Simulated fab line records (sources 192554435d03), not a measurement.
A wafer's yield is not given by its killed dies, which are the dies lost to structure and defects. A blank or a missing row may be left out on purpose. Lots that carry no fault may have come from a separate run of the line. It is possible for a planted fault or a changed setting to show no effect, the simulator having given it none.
Split-lot experiment	flow n5Finfet	on a route of 1938 steps: 7 lots, 21 wafers read

SPLIT DETAILS
At N5_BEOL_M5_DEP_56 (deposits SiCN from 3MS/NH3, target thk 8 nm, time 14 s), the setting timeS was moved away from the recipe's 14 s on 8 of the 21 wafers read, by -12.7% to +10.1%. The other wafers ran this setting at the recipe's value.

The reading comes from the split's own step.

THE READING
SiCN_of_BEOL_M5_DEP_56.thkNm (the simulator's own value, which no gauge read), in nm, at N5_BEOL_M5_DEP_56 (deposits SiCN from 3MS/NH3, target thk 8 nm, time 14 s). No usual value for it is given in the file. Across the 13 wafers here that went through the recipe, the average is 8.1 nm and the standard deviation 0.17 nm.

wafer	tool, chamber at the split	timeS as run, s	against the recipe	SiCN_of_BEOL_M5_DEP_56.thkNm, nm	against lot-mates on the recipe
L079.1	pecvd-04, 0	13.26	-5.3%	7.8	-0.5
L079.3	pecvd-04, 0	14	recipe	8.2	-
L079.5	pecvd-04, 0	14	recipe	8.4	-
L078.1	pecvd-01, 2	14.69	+4.9%	8.4	+0.3
L078.5	pecvd-01, 1	14	recipe	8.2	-
L078.6	pecvd-01, 2	14	recipe	8	-
L085.1	pecvd-03, 0	12.22	-12.7%	6.8	-1.2
L085.6	pecvd-03, 0	12.22	-12.7%	6.8	-1.2
L085.5	pecvd-03, 2	14	recipe	8	-
L087.1	pecvd-04, 1,0	14	recipe	8.2	-
L087.5	pecvd-04, 1,0	14	recipe	8.2	-
L087.6	pecvd-04, 1	12.96	-7.4%	7.6	-0.6
L090.2	pecvd-01, 0	14	recipe	8.2	-
L090.4	pecvd-01, 1	15.42	+10.1%	9	+0.9
L090.5	pecvd-01, 2	14	recipe	8	-
L092.2	pecvd-03, 1	14	recipe	7.8	-
L092.5	pecvd-03, 1	14	recipe	7.8	-
L092.6	pecvd-03, 2	14	recipe	8.2	-
L096.1	pecvd-01, 0,2	12.85	-8.2%	7.4	-0.8
L096.3	pecvd-01, 0,2	12.85	-8.2%	7.4	-0.8
L096.4	pecvd-01, 2	14	recipe	8.2	-
If several chambers appear in one row, that row covers several wafers at once and the file leaves open which wafer was in which chamber.

FIT RESULTS
A straight line over all 21 wafers: SiCN_of_BEOL_M5_DEP_56.thkNm changes by +0.0907 nm for each +1% of timeS; r = +0.95; the points scatter about the line by 0.16 nm.
The same after taking each lot's own level away (the mean of its wafers on the recipe; 21 wafers): +0.0909 nm for each +1%; r = +0.98; scatter 0.1 nm.
The reading moves by 1.2 nm for the largest change in timeS, on that fit.
The lots' own levels span 7.93 to 8.30 nm, that is 2.2 times the standard deviation above.
Consequently the slope shifts little with the lot-to-lot level, the two slopes agreeing.
Check: with one of the wafers moved furthest among these (-12.7%) left out of the fit, the line predicts -1.16 nm for it against its lot-mates. It came out at -1.2 nm against them.

OTHER SPLITS ON THESE WAFERS
These wafers also went through other splits before the reading. Each is held against what the fit with the lots' levels taken away leaves over:
other split on the same wafers	wafers away from the commonest value	r with SiCN_of_BEOL_M5_DEP_56.thkNm (lot level and that fit taken away)
N5_BEOL_M4_COAT_05 spinRpm	8	+0.13
N5_BEOL_M5_VIA_ETCH_34 sourceW	10	-0.40

THE FILE'S OWN FIT
SiCN_of_BEOL_M5_DEP_56.thkNm changes by +0.09 nm for each +1% of timeS, r = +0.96.
